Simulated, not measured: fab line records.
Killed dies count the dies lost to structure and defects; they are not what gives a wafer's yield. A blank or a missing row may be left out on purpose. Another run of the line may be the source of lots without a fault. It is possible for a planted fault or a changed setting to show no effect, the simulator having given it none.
fab line records	flow nandHarc
[record] lots = 12	wafers = 32	lastDay = 25
route steps=1159 shown P_M2@332 P_BONDPAD@372 A_START@389
lots untouched by any fault: they come from a run of this same line in which no faults occurred
startH: start of the lot's first displayed wafer, in hours after the record's first day	waitH: hours since the lot's step before	" same as the row above	L1.1+2: one row covering several wafers at once	- value missing, or start not given	* or withheld: withheld	< > ~ a bound
route shown NAME@n: a module of which the file shows steps, and the number in the route of the first	usual: mean and standard deviation over wafers with no fault	same: alike in all rows	chamber/n: place in a boat	sites: per-site readings	_std_site: standard deviation across them	_edge_site: outer sites' mean less inner sites'	radiusMm: how far each site lies from the wafer's centre	mask NAME#n: copy n	behind: the tool/chamber that last shaped the wafer	hold: why the lot was held/for how many hours/how that ended	device: transistor that didn't switch, given as n, p or np	end of line: the tests these same wafers got at the end of their route	a step without rows: its recipe alone	killed: dies lost to structure and defects at the first sort, not the wafer's yield	map: dies across one wafer; x = killed, . = not, _ = none there
set.NAME: the setting the step ran with; set.NAME@STEP: the setting that earlier step ran with	model.NAME: the simulator's own value behind a step, which no gauge read
a sample of lots followed through the steps of the route, with each step as a table and each wafer as a row
services: the hour from which a tool's chamber was out of use, counted from the record's first day as startH (under 0 if before that day), plus the number of hours and why
[[steps]]
[step NHARC_P_M2_ETCH_35]
[recipe] targetDepthA = 400	overetchA = 120	timeS = 43.94	ionEnergyEv = 200	n2FlowSccm = 150	h2FlowSccm = 150	arFlowSccm = 0	rfW = 400	biasW = 150	chemistry = N2/H2
[usual] drypumpMotorCurrentA = 5.6/0.49	oesProductAu = 1.003/0.0074	rfVppV = 430.7/2.1	runLengthS = 65.2/0.58	showerheadPlenumPTorr = 2.04/0.073	throttleValvePct = 14.171/0.0097
lot.wafer	tool	chamber	startH	waitH	drypumpMotorCurrentA	oesProductAu	rfHoursCounterH	rfVppV	runLengthS	showerheadPlenumPTorr	throttleValvePct
L122.3	rieDiel-03	3	134.22	0.1	6.4	0.995	17	430.4	65.9	2.12	14.186
L122.6	"	0	"	"	5.4	1.005	-	427.0	65.9	1.93	14.171
L122.5	"	1	"	"	5.5	0.997	-	436.2	64.6	2.19	14.153
L121.4	rieDiel-03	3	135.92	0.1	6.4	1.004	17	433.7	66.1	2.13	14.177
L121.5	"	3	"	"	6.4	1.001	-	431.9	66.1	2.12	14.158
L121.6	"	0	"	"	5.4	0.995	-	427.5	66.2	1.93	14.168
L125.2	rieDiel-06	0	144.86	0.1	4.8	1.002	2	432.0	65.3	2.05	14.164
L125.5	"	3	"	"	5.4	1.017	-	431.3	64.6	2.08	14.171
L125.6	"	0	"	"	4.8	1.004	-	431.9	65.3	2.05	14.168
L123.4	rieDiel-06	3	145.03	0.1	5.4	1.006	2	431.3	64.4	2.07	14.174
L123.1	"	1	"	"	5.8	1.003	2	427.7	65.5	1.93	14.176
L123.6	"	2	"	"	6.2	1.011	-	429.5	64.6	2.02	14.166
L129.4	rieDiel-06	0	175.54	0.1	4.8	1.007	3	431.2	65.7	2.05	14.175
L131.1	rieDiel-04	3	182.11	0.1	6.2	0.995	26	431.3	64.9	2.07	14.166
L131.4	"	0	"	"	5.9	0.993	26	432.4	65.1	2.10	14.165
L131.5	"	3	"	"	6.1	0.994	-	430.7	65.0	2.07	14.174
L130.6	rieDiel-06	3	193.04	0.1	5.4	1.004	-	431.6	64.3	2.07	14.169
L132.4	rieDiel-06	0	204.55	0.1	4.8	1.005	5	430.5	65.9	2.05	14.164
L132.5	"	1	"	"	5.8	0.998	-	428.2	65.4	1.93	14.174
L132.6	"	2	"	"	6.2	1.005	-	431.0	64.9	2.02	14.177
L137.4	rieDiel-04	2	227.89	0.1	5.6	1.005	35	428.2	64.8	1.99	14.169
L137.2	"	0	"	"	6.0	1.007	44	432.3	65.8	2.10	14.160
L137.5	"	2	"	"	5.6	0.996	-	427.8	64.7	1.99	14.185
L139.2	rieDiel-06	2	235.49	0.1	6.3	1.002	5	430.5	65.0	2.02	14.168
L139.3	"	0	"	"	4.8	0.999	6	429.4	65.4	2.05	14.157
L139.6	"	1	"	"	5.8	0.990	-	429.1	65.3	1.92	14.156
L143.2	rieDiel-06	0	257.52	0.1	4.8	1.013	0	430.8	65.3	2.05	14.180
L143.3	"	1	"	"	5.8	1.004	0	428.2	65.3	1.92	14.180
L143.5	"	1	"	"	5.8	1.004	-	427.7	65.7	1.92	14.186
L144.2	rieDiel-03	2	261.34	0.2	5.4	0.985	5	431.9	66.5	2.12	14.179
L144.1	"	3	"	"	6.4	0.997	6	432.1	66.0	2.12	14.173
L144.6	"	0	"	"	5.4	1.009	-	428.2	66.2	1.92	14.179
[step NHARC_P_M2_PVD_20]
[recipe] targetThkA = 50	biasV = 168.6	powerW = 15000	chamberPressurePa = 0.12	timeS = 8.06	substrateTempC = 50	material = TaN
[usual] throttleValvePct = 29.7/0.88
lot.wafer	tool	chamber	startH	waitH	throttleValvePct
L122.3	pvdSputter-03	-	-	-	29.1
L122.5	"	-	"	"	31.1
L122.6	"	-	"	"	28.1
L121.4	pvdSputter-02	-	-	-	30.5
L121.5	"	-	"	"	30.2
L121.6	"	-	"	"	29.6
L125.2	pvdSputter-03	-	-	-	28.1
L125.6	"	-	"	"	31.2
L125.5	"	-	"	"	28.3
L123.4	pvdSputter-01	-	-	-	29.3
L123.1	"	-	"	"	28.2
L123.6	"	-	"	"	28.1
L129.4	pvdSputter-02	-	-	-	30.4
L131.1	pvdSputter-01	-	-	-	29.9
L131.4	"	-	"	"	30.0
L131.5	"	-	"	"	30.0
L130.6	pvdSputter-02	-	-	-	28.1
L132.4	pvdSputter-03	-	-	-	29.2
L132.5	"	-	"	"	28.4
L132.6	"	-	"	"	29.9
L137.4	pvdSputter-01	-	-	-	30.1
L137.2	"	-	"	"	29.3
L137.5	"	-	"	"	30.3
L139.2	pvdSputter-03	-	-	-	29.9
L139.3	"	-	"	"	29.3
L139.6	"	-	"	"	29.7
L143.2	pvdSputter-03	-	-	-	29.8
L143.3	"	-	"	"	29.3
L143.5	"	-	"	"	29.5
L144.1	pvdSputter-01	-	-	-	29.1
L144.2	"	-	"	"	30.0
L144.6	"	-	"	"	29.6
[step NHARC_P_BONDPAD_ETCH_24]
[recipe] targetDepthA = 300	overEtchFrac = 0.3	timeS = 72.99	ionEnergyEv = 150	cf4FlowSccm = 50	n2FlowSccm = 100	arFlowSccm = 150	rfW = 300	biasW = 100	chemistry = CF4/N2
[usual] drypumpMotorCurrentA = 5.7/0.39	oesProductAu = 1.004/0.0065	rfVppV = 315.0/1.8	runLengthS = 94.5/0.48	showerheadPlenumPTorr = 2.67/0.11	throttleValvePct = 19.794/0.0088
lot.wafer	tool	chamber	startH	waitH	drypumpMotorCurrentA	oesProductAu	rfHoursCounterH	rfVppV	runLengthS	showerheadPlenumPTorr	throttleValvePct
L122.3	rieDiel-05	2	139.27	-	5.4	1.013	53	314.6	93.6	2.61	19.787
L122.5	"	0	"	"	6.1	1.002	-	314.3	94.7	2.66	19.792
L122.6	"	1	"	"	6.0	0.999	-	316.8	93.6	2.74	19.802
L121.4	rieDiel-09	2	140.83	-	5.7	0.995	5	314.0	95.1	2.62	19.811
L121.6	"	1	"	"	5.0	1.008	-	315.7	94.7	2.74	19.807
L121.5	"	2	"	"	5.7	0.990	-	313.9	95.6	2.62	19.797
L125.2	rieDiel-09	1	150.25	-	5.0	1.014	6	316.3	95.1	2.74	19.784
L125.5	"	2	"	"	5.8	0.996	-	315.3	95.3	2.62	19.778
L125.6	"	3	"	"	6.3	1.000	-	316.9	94.8	2.82	19.801
L123.1	rieDiel-05	0	150.30	-	6.2	0.996	59	315.1	94.6	2.66	19.783
L123.4	"	2	"	"	5.4	1.005	56	315.2	93.7	2.61	19.802
L123.6	"	1	"	"	6.0	0.996	-	316.7	94.2	2.74	19.782
L129.4	rieDiel-09	3	180.67	0.1	6.2	1.005	-	318.1	73.3	2.82	19.775
L131.1	rieDiel-11	3	187.35	-	5.9	1.005	59	314.9	94.5	2.70	19.796
L131.4	"	1	"	"	5.5	1.001	59	314.8	94.5	2.69	19.798
L131.5	"	3	"	"	5.9	1.006	-	315.1	94.7	2.70	19.803
L130.6	rieDiel-09	3	198.15	-	6.2	0.996	-	317.4	73.0	2.82	19.782
L132.4	rieDiel-11	3	209.68	-	5.9	0.996	3	315.0	94.7	2.70	19.798
L132.6	"	2	"	"	6.1	0.991	-	317.7	94.3	2.81	19.800
L132.5	"	3	"	"	5.9	0.995	-	315.5	94.8	2.70	19.783
L137.2	rieDiel-11	2	233.09	-	6.1	1.006	10	318.3	94.6	2.81	19.812
L137.4	"	3	"	"	5.9	0.997	10	315.6	95.0	2.70	19.793
L137.5	"	2	"	"	6.0	1.005	-	317.8	94.3	2.81	19.788
L139.3	rieDiel-11	0	240.79	-	5.3	1.009	15	314.6	94.0	2.62	19.782
L139.2	"	1	"	"	5.5	0.992	13	314.6	94.3	2.69	19.783
L139.6	"	0	"	"	5.3	1.007	-	312.8	94.4	2.62	19.771
L143.3	rieDiel-11	1	262.52	-	5.5	0.996	20	316.3	94.2	2.69	19.781
L143.2	"	2	"	"	6.1	1.007	21	316.2	94.3	2.80	19.781
L143.5	"	0	"	"	5.3	1.003	-	314.6	94.1	2.62	19.788
L144.2	rieDiel-05	2	266.53	-	5.4	1.010	38	314.4	94.2	2.60	19.800
L144.1	"	0	"	"	6.1	1.011	34	315.0	94.2	2.64	19.807
L144.6	"	1	"	"	6.0	1.002	-	316.7	93.9	2.72	19.806
[step NHARC_A_START_INSPECT_01]
[usual] rawDefectCount = 3.6/1.8
lot.wafer	tool	chamber	startH	waitH	rawDefectCount
L122.3	defectInspect-01	-	141.78	-	4
L122.5	"	-	"	"	7
L122.6	"	-	"	"	6
L121.4	defectInspect-02	-	143.39	-	7
L121.5	"	-	"	"	5
L121.6	"	-	"	"	3
L125.2	defectInspect-01	-	152.85	-	7
L125.5	"	-	"	"	3
L125.6	"	-	"	"	2
L123.1	defectInspect-02	-	153.25	-	5
L123.4	"	-	"	"	3
L123.6	"	-	"	"	3
L129.4	defectInspect-02	-	183.47	-	2
L131.1	defectInspect-02	-	189.85	-	3
L131.4	"	-	"	"	5
L131.5	"	-	"	"	4
L130.6	defectInspect-02	-	200.61	-	2
L132.4	defectInspect-01	-	212.23	-	6
L132.5	"	-	"	"	5
L132.6	"	-	"	"	3
L137.2	defectInspect-01	-	235.64	-	3
L137.4	"	-	"	"	2
L137.5	"	-	"	"	4
L139.2	defectInspect-01	-	243.45	-	1
L139.3	"	-	"	"	3
L139.6	"	-	"	"	7
L143.2	defectInspect-01	-	265.01	-	0
L143.3	"	-	"	"	2
L143.5	"	-	"	"	6
L144.1	defectInspect-01	-	269.07	-	2
L144.2	"	-	"	"	7
L144.6	"	-	"	"	5
[[services]]
tool	chamber	startH	hours	kind
rieDiel-04	-	112.04	9.0	pm
rieDiel-06	2	112.25	7.4	repair
rieDiel-09	3	116.09	2.9	repair
rieDiel-06	0	122.21	-	clean
rieDiel-06	2	137.44	7.2	repair
rieDiel-11	1	139.63	2.1	repair
pvdSputter-03	-	149.10	1.8	repair
pvdSputter-03	-	157.13	3.6	repair
rieDiel-09	-	161.76	0.5	repair
pvdSputter-01	-	161.99	10.0	pm
rieDiel-05	-	163.62	9.0	pm
rieDiel-03	-	166.74	1.7	repair
rieDiel-09	1	170.71	15.8	repair
rieDiel-05	0	185.02	4.9	repair
rieDiel-11	-	189.59	9.0	pm
rieDiel-06	1	190.10	4.3	repair
rieDiel-04	2	196.01	14.9	repair
pvdSputter-02	-	214.06	10.0	pm
rieDiel-03	-	215.33	9.0	pm
pvdSputter-03	-	221.23	11.6	repair
rieDiel-04	1	229.80	3.6	repair
rieDiel-06	-	241.20	9.0	pm
rieDiel-04	1	253.92	2.7	repair
rieDiel-09	-	254.10	9.0	pm
[[key]]
[firstSign] step = NHARC_P_BONDPAD_ETCH_24	reading = runLengthS	direction = down	sigmas = 45	usual = *	struck = *
effect none on later readings
metAt NHARC_P_BONDPAD_ETCH_24
struckLots L129,L130
struckWafers L129.4,L130.6
rowsEnd L129.4,L130.6
notActingAt NHARC_P_M2_ETCH_35,NHARC_P_M2_PVD_20,NHARC_A_START_INSPECT_01
onsetBetween 150.25 180.67
[fault] kind = processParameterDrift	tool = rieDiel-09	chamber = 3	onsetH = 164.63	steps = NHARC_P_BONDPAD_ETCH_24	channel = timeS	offset = *	shape = step	actsIn = *	stated = *
// rowsEnd: these wafers met a further fault down the route, and their rows from its step on are left out
